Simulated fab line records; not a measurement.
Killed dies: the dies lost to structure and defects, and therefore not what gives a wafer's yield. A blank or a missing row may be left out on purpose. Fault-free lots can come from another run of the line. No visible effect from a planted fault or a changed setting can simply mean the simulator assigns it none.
Which tool did it? / flow n5Finfet / Sampling: 8 lots, 23 wafers, 5 of 1938 route steps

## WHAT THE GAUGES READ, wafer by wafer
N5_BEOL_M1_OVL_MEAS_29. Usual: V0_OVL 0.0 nm, standard deviation 0.55.
lot=L575; measured=day 7 09:15; on=overlay-02; V0_OVL (nm)=0.8 0.4 0.0; flag=
lot=L584; measured=day 9 02:53; on=overlay-02; V0_OVL (nm)=0.7 1.1 0.5; flag=
lot=L585; measured=day 9 04:40; on=overlay-02; V0_OVL (nm)=-0.3 -0.7 -0.3; flag=
lot=L587; measured=day 9 15:16; on=overlay-01; V0_OVL (nm)=0.0 -0.6 0.5; flag=
lot=L589; measured=day 9 22:53; on=overlay-02; V0_OVL (nm)=0.7 0.5 0.1; flag=
lot=L591; measured=day 10 11:26; on=overlay-01; V0_OVL (nm)=-0.1 0.1 0.0; flag=
lot=L595; measured=day 11 17:48; on=overlay-01; V0_OVL (nm)=0.1 -0.2 0.4; flag=
lot=L596; measured=day 12 09:48; on=overlay-02; V0_OVL (nm)=-0.3 0.6; flag=

N5_BEOL_M4_RC_MEAS_101. Usual: DIBL_N 36.0 mV/V, standard deviation 1.7; DIBL_P 36.2 mV/V, standard deviation 2.3; IOFF_N 0.16 nA/um, standard deviation 0.03; IOFF_P 0.21 nA/um, standard deviation 0.036; ION_N 679 uA/um, standard deviation 11; ION_P 465 uA/um, standard deviation 7.1; SS_N 71.4 mV/dec, standard deviation 0.58; SS_P 73.3 mV/dec, standard deviation 0.75; VT_N 249 mV, standard deviation 3.1; VT_P -251 mV, standard deviation 3.5.
lot=L575; measured=day 8 21:14; on=prober-01; DIBL_N (mV/V)=33.9 32.7 35.4; DIBL_P (mV/V)=33.3 31.5 35.5; IOFF_N (nA/um)=0.14 0.12 0.15; IOFF_P (nA/um)=0.19 0.17 0.21; ION_N (uA/um)=673 665 683; ION_P (uA/um)=461 459 467; SS_N (mV/dec)=71.0 70.9 70.4; SS_P (mV/dec)=73.1 72.2 72.8; VT_N (mV)=248 252 249; VT_P (mV)=-250 -253 -249; flag=
lot=L584; measured=day 11 11:17; on=prober-02; DIBL_N (mV/V)=36.8 38.4 36.1; DIBL_P (mV/V)=38.0 40.1 37.2; IOFF_N (nA/um)=0.16 0.21 0.16; IOFF_P (nA/um)=0.26 0.29 0.24; ION_N (uA/um)=673 687 685; ION_P (uA/um)=465 475 473; SS_N (mV/dec)=72.1 72.0 70.6; SS_P (mV/dec)=73.9 74.0 72.9; VT_N (mV)=251 247 247; VT_P (mV)=-247 -244 -249; flag=
lot=L585; measured=day 11 10:43; on=prober-01; DIBL_N (mV/V)=33.8 36.4 33.5; DIBL_P (mV/V)=34.2 37.2 33.8; IOFF_N (nA/um)=0.14 0.19 0.14; IOFF_P (nA/um)=0.20 0.24 0.19; ION_N (uA/um)=687 695 684; ION_P (uA/um)=469 475 473; SS_N (mV/dec)=71.0 72.4 70.9; SS_P (mV/dec)=72.1 73.2 73.0; VT_N (mV)=248 242 249; VT_P (mV)=-251 -249 -251; flag=
lot=L587; measured=day 11 16:52; on=prober-02; DIBL_N (mV/V)=35.0 35.4 37.5; DIBL_P (mV/V)=34.6 34.7 37.4; IOFF_N (nA/um)=0.13 0.14 0.17; IOFF_P (nA/um)=0.23 0.22 0.26; ION_N (uA/um)=676 680 680; ION_P (uA/um)=477 474 472; SS_N (mV/dec)=70.9 70.7 71.7; SS_P (mV/dec)=72.0 72.6 73.8; VT_N (mV)=248 250 249; VT_P (mV)=-246 -246 -244; flag=
lot=L589; measured=day 11 19:26; on=prober-01; DIBL_N (mV/V)=33.6 35.7 35.5; DIBL_P (mV/V)=34.0 35.9 35.8; IOFF_N (nA/um)=0.16 0.18 0.18; IOFF_P (nA/um)=0.19 0.20 0.21; ION_N (uA/um)=687 697 695; ION_P (uA/um)=461 464 463; SS_N (mV/dec)=71.4 71.6 71.7; SS_P (mV/dec)=73.0 73.0 73.6; VT_N (mV)=249 247 246; VT_P (mV)=-254 -250 -250; flag=
lot=L591; measured=day 12 03:20; on=prober-01; DIBL_N (mV/V)=36.2 34.1 34.0; DIBL_P (mV/V)=35.9 33.0 33.6; IOFF_N (nA/um)=0.15 0.11 0.11; IOFF_P (nA/um)=0.17 0.14 0.15; ION_N (uA/um)=675 664 664; ION_P (uA/um)=463 456 462; SS_N (mV/dec)=70.9 71.0 70.4; SS_P (mV/dec)=73.1 72.5 71.6; VT_N (mV)=249 254 254; VT_P (mV)=-255 -258 -254; flag=
lot=L595; measured=day 14 01:46; on=prober-01; DIBL_N (mV/V)=37.9 38.5 37.8; DIBL_P (mV/V)=36.6 37.6 37.1; IOFF_N (nA/um)=0.17 0.20 0.19; IOFF_P (nA/um)=0.21 0.24 0.22; ION_N (uA/um)=691 696 703; ION_P (uA/um)=463 469 470; SS_N (mV/dec)=71.6 71.7 71.1; SS_P (mV/dec)=73.4 74.8 73.7; VT_N (mV)=248 245 245; VT_P (mV)=-250 -247 -249; flag=
lot=L596; measured=day 14 09:19; on=prober-02; DIBL_N (mV/V)=40.8 36.5; DIBL_P (mV/V)=43.6 37.9; IOFF_N (nA/um)=0.28 0.16; IOFF_P (nA/um)=0.32 0.22; ION_N (uA/um)=701 672; ION_P (uA/um)=481 462; SS_N (mV/dec)=72.3 72.2; SS_P (mV/dec)=74.5 72.9; VT_N (mV)=241 253; VT_P (mV)=-247 -250; flag=

## WHAT TOOL EACH LOT RAN ON (gives the tool, then ch and the chambers of the sampled wafers, and finally the start)
lot=L575; N5_BEOL_M1_ETCH_77=rieDiel-02 ch 0,1, day 7 09:38; N5_BEOL_M1_ETCH_70=rieDiel-02 ch 0,1,2, day 7 13:57; N5_BEOL_M1_VIA_ETCH_34=rieDiel-02 ch 0,1,2, day 7 14:03
lot=L584; N5_BEOL_M1_ETCH_77=rieDiel-04 ch 0,1, day 9 03:01; N5_BEOL_M1_ETCH_70=rieDiel-02 ch 2,3, day 9 16:53; N5_BEOL_M1_VIA_ETCH_34=rieDiel-02 ch 2,3, day 9 16:59
lot=L585; N5_BEOL_M1_ETCH_77=rieDiel-02 ch 0,1,3, day 9 04:47; N5_BEOL_M1_ETCH_70=rieDiel-02 ch 2,3, day 9 13:32; N5_BEOL_M1_VIA_ETCH_34=rieDiel-02 ch 2,3, day 9 13:38
lot=L587; N5_BEOL_M1_ETCH_77=rieDiel-03 ch 0,2,3, day 9 15:24; N5_BEOL_M1_ETCH_70=rieDiel-02 ch 0,1,3, day 10 02:49; N5_BEOL_M1_VIA_ETCH_34=rieDiel-02 ch 0,1,3, day 10 02:55
lot=L589; N5_BEOL_M1_ETCH_77=rieDiel-04 ch 0,3, day 9 22:59; N5_BEOL_M1_ETCH_70=rieDiel-02 ch 0,1,3, day 10 06:25; N5_BEOL_M1_VIA_ETCH_34=rieDiel-02 ch 0,1,3, day 10 06:31
lot=L591; N5_BEOL_M1_ETCH_77=rieDiel-04 ch 0,1,2, day 10 11:34; N5_BEOL_M1_ETCH_70=rieDiel-04 ch 0,1,2, day 10 13:20; N5_BEOL_M1_VIA_ETCH_34=rieDiel-04 ch 0,1,2, day 10 13:26
lot=L595; N5_BEOL_M1_ETCH_77=rieDiel-04 ch 2,3, day 11 17:55; N5_BEOL_M1_ETCH_70=rieDiel-04 ch 0,1,3, day 12 01:59; N5_BEOL_M1_VIA_ETCH_34=rieDiel-04 ch 0,1,3, day 12 02:05
lot=L596; N5_BEOL_M1_ETCH_77=rieDiel-02 ch 1,3, day 12 10:08; N5_BEOL_M1_ETCH_70=rieDiel-03 ch 2,3, day 12 16:49; N5_BEOL_M1_VIA_ETCH_34=rieDiel-03 ch 2,3, day 12 16:55
- N5_BEOL_M1_ETCH_77: etches underlayer in N2/H2, target depth 6.5 nm, time 5.2 s.
- N5_BEOL_M1_ETCH_70: etches SOC in N2/H2, target depth 80 nm, overetch 16 nm, time 120 s.
- N5_BEOL_M1_VIA_ETCH_34: etches the open film in C4F6/O2, target depth 67.8 nm, time 64.4 s.

## AS READ BY THE TOOLS THEMSELVES (means over the sampled wafers that have a number; for cases with no such wafer, the mark the record gives instead)
N5_BEOL_M1_ETCH_77. Usual: biasW 149.9 W, standard deviation 0.4; chamberPressureMTorr 30.00 mTorr, standard deviation 0.044; drypumpMotorCurrentA 5.7 A, standard deviation 0.4; etchRfOnTimeS 5.19 s, standard deviation 0.099; h2FlowSccm 200.0 sccm, standard deviation 0.64; n2FlowSccm 199.9 sccm, standard deviation 0.64; oesProductAu 0.69 a.u., standard deviation 0.069; rfVppV 523.5 V, standard deviation 2.9; showerheadPlenumPTorr 2.54 Torr, standard deviation 0.09; throttleValvePct 17.87 %, standard deviation 0.2.
lot=L575; tool=rieDiel-02; biasW (W)=149.5; chamberPressureMTorr (mTorr)=30.01; drypumpMotorCurrentA (A)=5.1; etchRfOnTimeS (s)=5.15; h2FlowSccm (sccm)=199.3; n2FlowSccm (sccm)=200.3; oesProductAu (a.u.)=0.71; rfVppV (V)=519.9; showerheadPlenumPTorr (Torr)=2.40; throttleValvePct (%)=17.85; flag=
lot=L584; tool=rieDiel-04; biasW (W)=-; chamberPressureMTorr (mTorr)=-; drypumpMotorCurrentA (A)=-; etchRfOnTimeS (s)=-; h2FlowSccm (sccm)=-; n2FlowSccm (sccm)=-; oesProductAu (a.u.)=-; rfVppV (V)=-; showerheadPlenumPTorr (Torr)=-; throttleValvePct (%)=-; flag=OFF
lot=L585; tool=rieDiel-02; biasW (W)=-; chamberPressureMTorr (mTorr)=-; drypumpMotorCurrentA (A)=-; etchRfOnTimeS (s)=-; h2FlowSccm (sccm)=-; n2FlowSccm (sccm)=-; oesProductAu (a.u.)=-; rfVppV (V)=-; showerheadPlenumPTorr (Torr)=-; throttleValvePct (%)=-; flag=OFF
lot=L587; tool=rieDiel-03; biasW (W)=149.8; chamberPressureMTorr (mTorr)=30.03; drypumpMotorCurrentA (A)=5.8; etchRfOnTimeS (s)=5.21; h2FlowSccm (sccm)=199.9; n2FlowSccm (sccm)=200.1; oesProductAu (a.u.)=0.67; rfVppV (V)=526.6; showerheadPlenumPTorr (Torr)=2.59; throttleValvePct (%)=17.98; flag=
lot=L589; tool=rieDiel-04; biasW (W)=149.6; chamberPressureMTorr (mTorr)=29.95; drypumpMotorCurrentA (A)=6.3; etchRfOnTimeS (s)=5.15; h2FlowSccm (sccm)=200.1; n2FlowSccm (sccm)=200.2; oesProductAu (a.u.)=0.70; rfVppV (V)=519.8; showerheadPlenumPTorr (Torr)=2.39; throttleValvePct (%)=17.83; flag=
lot=L591; tool=rieDiel-04; biasW (W)=149.6; chamberPressureMTorr (mTorr)=29.96; drypumpMotorCurrentA (A)=6.0; etchRfOnTimeS (s)=5.17; h2FlowSccm (sccm)=199.3; n2FlowSccm (sccm)=199.7; oesProductAu (a.u.)=0.71; rfVppV (V)=522.0; showerheadPlenumPTorr (Torr)=2.50; throttleValvePct (%)=17.80; flag=
lot=L595; tool=rieDiel-04; biasW (W)=150.0; chamberPressureMTorr (mTorr)=30.05; drypumpMotorCurrentA (A)=5.7; etchRfOnTimeS (s)=5.18; h2FlowSccm (sccm)=199.9; n2FlowSccm (sccm)=199.2; oesProductAu (a.u.)=0.77; rfVppV (V)=524.7; showerheadPlenumPTorr (Torr)=2.56; throttleValvePct (%)=17.67; flag=
lot=L596; tool=rieDiel-02; biasW (W)=149.7; chamberPressureMTorr (mTorr)=30.01; drypumpMotorCurrentA (A)=5.3; etchRfOnTimeS (s)=5.21; h2FlowSccm (sccm)=199.9; n2FlowSccm (sccm)=200.4; oesProductAu (a.u.)=0.67; rfVppV (V)=523.9; showerheadPlenumPTorr (Torr)=2.50; throttleValvePct (%)=17.74; flag=

N5_BEOL_M1_ETCH_70. Usual: biasW 150.0 W, standard deviation 0.37; chamberPressureMTorr 30.002 mTorr, standard deviation 0.028; drypumpMotorCurrentA 5.7 A, standard deviation 0.42; h2FlowSccm 200.0 sccm, standard deviation 0.67; n2FlowSccm 200.0 sccm, standard deviation 0.55; oesProductAu 0.61 a.u., standard deviation 0.059; rfVppV 523.1 V, standard deviation 2.8; showerheadPlenumPTorr 2.52 Torr, standard deviation 0.094; throttleValvePct 17.82 %, standard deviation 0.18.
lot=L575; tool=rieDiel-02; biasW (W)=149.8; chamberPressureMTorr (mTorr)=30.014; drypumpMotorCurrentA (A)=5.3; h2FlowSccm (sccm)=200.0; n2FlowSccm (sccm)=200.1; oesProductAu (a.u.)=0.61; rfVppV (V)=521.6; showerheadPlenumPTorr (Torr)=2.46; throttleValvePct (%)=17.76; flag=
lot=L584; tool=rieDiel-02; biasW (W)=150.2; chamberPressureMTorr (mTorr)=30.007; drypumpMotorCurrentA (A)=5.7; h2FlowSccm (sccm)=200.5; n2FlowSccm (sccm)=199.7; oesProductAu (a.u.)=0.54; rfVppV (V)=523.0; showerheadPlenumPTorr (Torr)=2.52; throttleValvePct (%)=17.84; flag=
lot=L585; tool=rieDiel-02; biasW (W)=150.4; chamberPressureMTorr (mTorr)=30.008; drypumpMotorCurrentA (A)=5.7; h2FlowSccm (sccm)=200.4; n2FlowSccm (sccm)=199.2; oesProductAu (a.u.)=0.53; rfVppV (V)=522.0; showerheadPlenumPTorr (Torr)=2.52; throttleValvePct (%)=17.82; flag=
lot=L587; tool=rieDiel-02; biasW (W)=149.9; chamberPressureMTorr (mTorr)=29.985; drypumpMotorCurrentA (A)=5.2; h2FlowSccm (sccm)=200.6; n2FlowSccm (sccm)=200.2; oesProductAu (a.u.)=0.61; rfVppV (V)=521.9; showerheadPlenumPTorr (Torr)=2.46; throttleValvePct (%)=17.78; flag=
lot=L589; tool=rieDiel-02; biasW (W)=150.0; chamberPressureMTorr (mTorr)=29.992; drypumpMotorCurrentA (A)=5.2; h2FlowSccm (sccm)=199.5; n2FlowSccm (sccm)=200.2; oesProductAu (a.u.)=0.61; rfVppV (V)=522.1; showerheadPlenumPTorr (Torr)=2.46; throttleValvePct (%)=17.77; flag=
lot=L591; tool=rieDiel-04; biasW (W)=149.5; chamberPressureMTorr (mTorr)=30.018; drypumpMotorCurrentA (A)=6.0; h2FlowSccm (sccm)=200.5; n2FlowSccm (sccm)=200.4; oesProductAu (a.u.)=0.63; rfVppV (V)=522.2; showerheadPlenumPTorr (Torr)=2.50; throttleValvePct (%)=17.75; flag=
lot=L595; tool=rieDiel-04; biasW (W)=150.0; chamberPressureMTorr (mTorr)=29.977; drypumpMotorCurrentA (A)=6.2; h2FlowSccm (sccm)=199.7; n2FlowSccm (sccm)=200.2; oesProductAu (a.u.)=0.62; rfVppV (V)=522.3; showerheadPlenumPTorr (Torr)=2.46; throttleValvePct (%)=17.78; flag=
lot=L596; tool=rieDiel-03; biasW (W)=149.9; chamberPressureMTorr (mTorr)=30.023; drypumpMotorCurrentA (A)=6.0; h2FlowSccm (sccm)=200.4; n2FlowSccm (sccm)=200.2; oesProductAu (a.u.)=0.61; rfVppV (V)=525.0; showerheadPlenumPTorr (Torr)=2.62; throttleValvePct (%)=17.81; flag=

N5_BEOL_M1_VIA_ETCH_34. Usual: C4F6_flow_sccm 10.002 sccm, standard deviation 0.027; O2_flow_sccm 10.00 sccm, standard deviation 0.031; drypumpMotorCurrentA 5.7 A, standard deviation 0.42; oesProductAu 0.80 a.u., standard deviation 0.083; rfVppV 663 V, standard deviation 13; showerheadPlenumPTorr 2.82 Torr, standard deviation 0.1; throttleValvePct 30.82 %, standard deviation 0.24.
lot=L575; tool=rieDiel-02; C4F6_flow_sccm (sccm)=10.018; O2_flow_sccm (sccm)=10.00; drypumpMotorCurrentA (A)=5.3; oesProductAu (a.u.)=0.80; rfVppV (V)=660; showerheadPlenumPTorr (Torr)=2.75; throttleValvePct (%)=30.64; flag=
lot=L584; tool=rieDiel-02; C4F6_flow_sccm (sccm)=9.991; O2_flow_sccm (sccm)=10.01; drypumpMotorCurrentA (A)=5.6; oesProductAu (a.u.)=0.70; rfVppV (V)=679; showerheadPlenumPTorr (Torr)=2.82; throttleValvePct (%)=30.65; flag=
lot=L585; tool=rieDiel-02; C4F6_flow_sccm (sccm)=9.984; O2_flow_sccm (sccm)=10.00; drypumpMotorCurrentA (A)=5.7; oesProductAu (a.u.)=0.69; rfVppV (V)=680; showerheadPlenumPTorr (Torr)=2.82; throttleValvePct (%)=30.65; flag=
lot=L587; tool=rieDiel-02; C4F6_flow_sccm (sccm)=10.006; O2_flow_sccm (sccm)=9.98; drypumpMotorCurrentA (A)=5.2; oesProductAu (a.u.)=0.80; rfVppV (V)=664; showerheadPlenumPTorr (Torr)=2.75; throttleValvePct (%)=30.70; flag=
lot=L589; tool=rieDiel-02; C4F6_flow_sccm (sccm)=9.990; O2_flow_sccm (sccm)=9.98; drypumpMotorCurrentA (A)=5.2; oesProductAu (a.u.)=0.80; rfVppV (V)=664; showerheadPlenumPTorr (Torr)=2.75; throttleValvePct (%)=30.69; flag=
lot=L591; tool=rieDiel-04; C4F6_flow_sccm (sccm)=10.012; O2_flow_sccm (sccm)=10.00; drypumpMotorCurrentA (A)=6.0; oesProductAu (a.u.)=0.83; rfVppV (V)=662; showerheadPlenumPTorr (Torr)=2.81; throttleValvePct (%)=30.89; flag=
lot=L595; tool=rieDiel-04; C4F6_flow_sccm (sccm)=10.007; O2_flow_sccm (sccm)=9.98; drypumpMotorCurrentA (A)=6.2; oesProductAu (a.u.)=0.82; rfVppV (V)=663; showerheadPlenumPTorr (Torr)=2.77; throttleValvePct (%)=30.90; flag=
lot=L596; tool=rieDiel-03; C4F6_flow_sccm (sccm)=9.992; O2_flow_sccm (sccm)=10.02; drypumpMotorCurrentA (A)=6.0; oesProductAu (a.u.)=0.80; rfVppV (V)=652; showerheadPlenumPTorr (Torr)=2.92; throttleValvePct (%)=30.80; flag=

## THE ANSWER, worked out from the rows above alone
Rule: lot off if the mean of its wafers having a number is beyond 3 standard deviations from the usual mean. A lot without any number at a reading at which 4 lots or more have one is off too. Where the step has rows for the other lots, those lots are counted as sound. After the gauges, taken in route order, come the tools' own readings; for these a lot's mean is taken, as printed above. At the first step where some lot is off, the reading lying furthest off is the one used; lots without a number count as furthest.
Off: L584, L585 (N5_BEOL_M1_ETCH_77, biasW). Without a number there: L584, L585.
A tool fits if, at that step or a process step before it, it ran every lot that is off, and no sound lot after the first of them. None of those tried fits.

## WHAT THE SIMULATOR PUT IN
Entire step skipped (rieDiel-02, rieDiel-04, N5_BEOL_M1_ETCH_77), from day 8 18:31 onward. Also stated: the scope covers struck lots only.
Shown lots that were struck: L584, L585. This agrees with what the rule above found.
